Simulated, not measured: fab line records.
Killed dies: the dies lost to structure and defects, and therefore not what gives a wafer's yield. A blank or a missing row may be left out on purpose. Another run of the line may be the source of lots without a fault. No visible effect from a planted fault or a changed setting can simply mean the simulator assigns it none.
The tool behind it: which one? -- flow nand_harc -- 6 lots with 18 wafers sampled at 4 steps, on a route of 1302 steps

== WHAT THE GAUGES READ, wafer by wafer ==
NHARC_P_M1_CD_MEAS_09: target cd 130 nm.
lot,measured,on,cd_nm (nm)
L509,day 7 12:04,cd_sem-03,129.0 127.3 128.2
L511,day 8 11:35,cd_sem-03,129.8 129.8 129.7
L514,day 9 12:55,cd_sem-03,128.5 128.9 127.9
L519,day 11 15:21,cd_sem-03,129.7 130.9 130.4
L522,day 13 07:35,cd_sem-03,144.2 144.1 143.8
L524,day 13 14:43,cd_sem-01,131.1 129.6 130.6

== WHICH TOOL RAN EACH LOT (tool, then ch and the chambers of the sampled wafers, then the start) ==
lot,NHARC_P_M0_PRE_CLEAN_29,NHARC_P_M0_DEP_32,NHARC_P_M1_PEB_07
L509,"pvd_sputter-01, day 7 10:40 or earlier","pecvd-01 ch 0,1, day 7 10:49","litho_track-06 ch 0, day 7 11:59"
L511,"pvd_sputter-02, day 8 10:03 or earlier","pecvd-04 ch 0,1, day 8 10:11","litho_track-04 ch 0, day 8 11:30"
L514,"pvd_sputter-03, day 9 11:30 or earlier","pecvd-01 ch 1,2, day 9 11:39","litho_track-06 ch 0, day 9 12:50"
L519,"pvd_sputter-03, day 11 13:47 or earlier","pecvd-01 ch 0,2, day 11 13:59","litho_track-01 ch 0, day 11 15:16"
L522,"pvd_sputter-02, day 13 06:12 or earlier","pecvd-04 ch 0,1, day 13 06:23","litho_track-06 ch 0, day 13 07:31"
L524,"pvd_sputter-02, day 13 13:19 or earlier","pecvd-01 ch 0,1,2, day 13 13:35","litho_track-01 ch 0, day 13 14:38"
- NHARC_P_M0_PRE_CLEAN_29: time 30 s.
- NHARC_P_M0_DEP_32: deposits SiCN, target thk 30 nm.
- NHARC_P_M1_PEB_07: peb time 65 s.

== THE ANSWER, worked out from the rows above alone ==
Rule: usual is defined by the lots themselves. The widest of any qualifying gaps counts: lots, ordered by their means at a reading, are off when they make up no more than a third of the lots, leave a main group of 4 or more, and stand apart from it by 3 or more times the standard deviation of that group's means. If all means in a main group match to the digits the tables above print for the reading, that group is not used. Also off: a lot with no number at a reading for which 4 or more lots have one. All remaining lots with rows at the step are treated as sound.
Off, at NHARC_P_M1_CD_MEAS_09 on cd_nm: L522. Mean 129.4 nm and standard deviation 0.95 in the main group.
A tool fits if, at a process step before that reading, it ran every lot that is off, and no sound lot after the first of them. Those tools and the gauges at NHARC_P_M1_CD_MEAS_09 are tried in the same way. With no start given for some of its lots, NHARC_P_M0_PRE_CLEAN_29 uses the hours and lot order of NHARC_P_M0_INSPECT_27. Can't be told from this: 3 tools fit, pecvd-04 at NHARC_P_M0_DEP_32, litho_track-06 at NHARC_P_M1_PEB_07, cd_sem-03 at NHARC_P_M1_CD_MEAS_09.

== WHAT THE SIMULATOR HAD PUT IN ==
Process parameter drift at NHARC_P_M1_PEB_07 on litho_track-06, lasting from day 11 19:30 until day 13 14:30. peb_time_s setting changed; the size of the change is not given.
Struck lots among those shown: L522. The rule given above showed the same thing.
